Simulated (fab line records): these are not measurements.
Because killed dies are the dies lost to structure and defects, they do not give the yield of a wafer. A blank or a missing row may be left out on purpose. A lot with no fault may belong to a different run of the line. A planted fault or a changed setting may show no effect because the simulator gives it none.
Struck lot and sound lot, side by side :: flow nandHarc :: 14 out of 1302 route steps
Sound: the wafers L190.1, L190.2, L190.4. Struck: wafers L202.1, L202.6. (L202.3 of the same lot was not struck and is left out.) The cause comes at the end.
For every step that has rows: the tool of each side, followed by ch and its chambers, followed by its first start. Under that, the readings that differ: sound wafers :: struck wafers :: difference of the means :: sigmas: that difference in standard deviations of wafers without a fault.
alike: readings whose means differ by less than 2 such deviations, and words and numbers that are the same on both sides. not compared: withheld readings, readings that some wafer has no value for, bounds like >300 that may hide the same value, and numbers for which the record gives no deviation and whose values overlap.
Wherever a step has rows on one side only, a row that says differs or no value, or a row with sigmas, the two part there. Numbers that don't overlap but have no deviation are shown without sigmas and don't part them. A reading that every wafer of one side lacks parts them only if that side has two wafers or more.

NHARC_A_BONDPAD_THK_MEAS_20: measures by xrf.
  struck on filmMetro-02, day 29 09:25; sound on filmMetro-02, day 24 13:04
  alike: thkNm
then, 1 step without rows for these wafers: NHARC_A_BONDPAD_SRD_21 (time 30 s, dry time 20 s).
NHARC_A_BONDPAD_INSPECT_23:
  struck on defectInspect-02, day 29 09:39; sound on defectInspect-01, day 24 13:17
  alike: rawDefectCount
NHARC_HYBRID_BOND_ACTIVATE_00: chemistry N2, time 60 s.
  sound on rieDiel-06 ch 0,2,3, day 24 13:21; struck on rieDiel-06 ch 2, day 29 09:43
  alike: drypumpMotorCurrentA, oesProductAu, rfVppV, showerheadPlenumPTorr
  not compared: rfHoursCounterH
then, 4 steps without rows for these wafers: NHARC_HYBRID_BOND_PRECLEAN_01 (cleans in DIW, time 300 s); NHARC_HYBRID_BOND_SRD_02 (time 30 s, dry time 20 s); NHARC_HYBRID_BOND_BOND_03; NHARC_HYBRID_BOND_ANNEAL_04 (time 7200 s).
NHARC_HYBRID_BOND_OVL_MEAS_05:
  struck on overlay-01, day 29 20:08; sound on overlay-01, day 24 22:35
  alike: overlayXNm, overlayYNm
NHARC_HYBRID_BOND_INSPECT_06: inspects for defects (ir void).
  struck on defectInspect-01, day 29 20:11; sound on defectInspect-02, day 24 22:38
  alike: rawDefectCount
NHARC_THIN_TSV_GRIND_00:
  sound on grinder-01 ch 0, day 24 22:48; struck on grinder-01 ch 0, day 29 20:20
  alike: motorCurrentA
NHARC_THIN_TSV_CMP_01: polishes.
  sound on cmp-04 ch 0,2,3, day 25 00:01; struck on cmp-04 ch 1,3, day 29 21:34
  alike: motorCurrentA
NHARC_THIN_TSV_THK_MEAS_02: measures by ir.
  struck on filmMetro-02, day 29 21:50; sound on filmMetro-02, day 25 00:17
reading: thkNm (nm)
sound: 2960 2534 2689
struck: 1 1
difference: -2727
sigmas: -14
following that, these wafers have no rows for 1 step: NHARC_THIN_TSV_SRD_03.

== WHERE THEY PART ==
Only at NHARC_THIN_TSV_THK_MEAS_02, within this record.

WHY: the cause the simulator had injected
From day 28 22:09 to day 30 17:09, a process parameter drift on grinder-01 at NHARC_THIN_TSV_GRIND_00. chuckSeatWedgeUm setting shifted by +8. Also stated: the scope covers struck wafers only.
